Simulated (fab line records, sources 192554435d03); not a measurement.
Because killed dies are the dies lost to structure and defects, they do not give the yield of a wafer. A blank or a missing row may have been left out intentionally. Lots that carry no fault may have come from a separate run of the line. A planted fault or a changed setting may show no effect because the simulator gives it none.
Chamber matching + flow n5Finfet + N5_BEOL_M10_DESCUM_33 on rieDiel-02: 4 sister chambers
The step chemistry O2, time 7.9 s. 8 wafers are shown with their chamber, then 11 later ones without.

EACH WAFER AND ITS CHAMBER
| wafer  | chamber | drypumpMotorCurrentA (A) | showerheadPlenumPTorr (Torr) |
|--------|---------|--------------------------|------------------------------|
| L079.3 | 0       | 6.1                      | 2.17                         |
| L087.1 | 2       | 5.1                      | 2.15                         |
| L087.2 | 1       | 5.7                      | 2.10                         |
| L087.4 | 3       | 5.3                      | 2.15                         |
| L085.1 | 0       | 6.2                      | 2.16                         |
| L085.4 | 1       | 5.7                      | 2.10                         |
| L085.6 | 2       | 5.1                      | 2.15                         |
| L091.2 | 3       | 5.3                      | 2.14                         |

WAFERS MISSING THEIR CHAMBER
| wafer  | drypumpMotorCurrentA (A) | showerheadPlenumPTorr (Torr) |
|--------|--------------------------|------------------------------|
| L091.3 | 6.2                      | 2.16                         |
| L091.4 | 5.7                      | 2.10                         |
| L089.2 | 5.3                      | 2.14                         |
| L089.3 | 6.2                      | 2.16                         |
| L089.6 | 5.8                      | 2.10                         |
| L093.1 | 6.2                      | 2.16                         |
| L093.5 | 5.8                      | 2.10                         |
| L093.6 | 5.3                      | 2.14                         |
| L092.2 | 6.2                      | 2.15                         |
| L092.4 | 5.1                      | 2.15                         |
| L092.6 | 6.2                      | 2.15                         |

CHAMBER TAKEN BY EACH
| wafer  | from the rows above | in truth |
|--------|---------------------|----------|
| L091.3 | 0                   | 0        |
| L091.4 | 1                   | 1        |
| L089.2 | 3                   | 3        |
| L089.3 | 0                   | 0        |
| L089.6 | 1                   | 1        |
| L093.1 | 0                   | 0        |
| L093.5 | 1                   | 1        |
| L093.6 | 3                   | 3        |
| L092.2 | 0                   | 0        |
| L092.4 | 2                   | 2        |
| L092.6 | 0                   | 0        |
Placed correctly: 11 of 11. Not placeable from these rows: 0. Wrongly placed: 0.
How it was worked out, from the rows above alone: a wafer's distance from a chamber is the root of the sum, over the readings, of the square of ((its reading less the chamber's mean) divided by the reading's scatter). If the next closest chamber is less than 2 further off than the closest, the wafer can't be placed; otherwise it belongs to the closest. The mean given for a chamber averages the wafers shown for that chamber. The scatter is the square root of a quotient: the sum, over the shown wafers, of each reading's squared deviation from its chamber's mean, divided by wafers minus chambers.
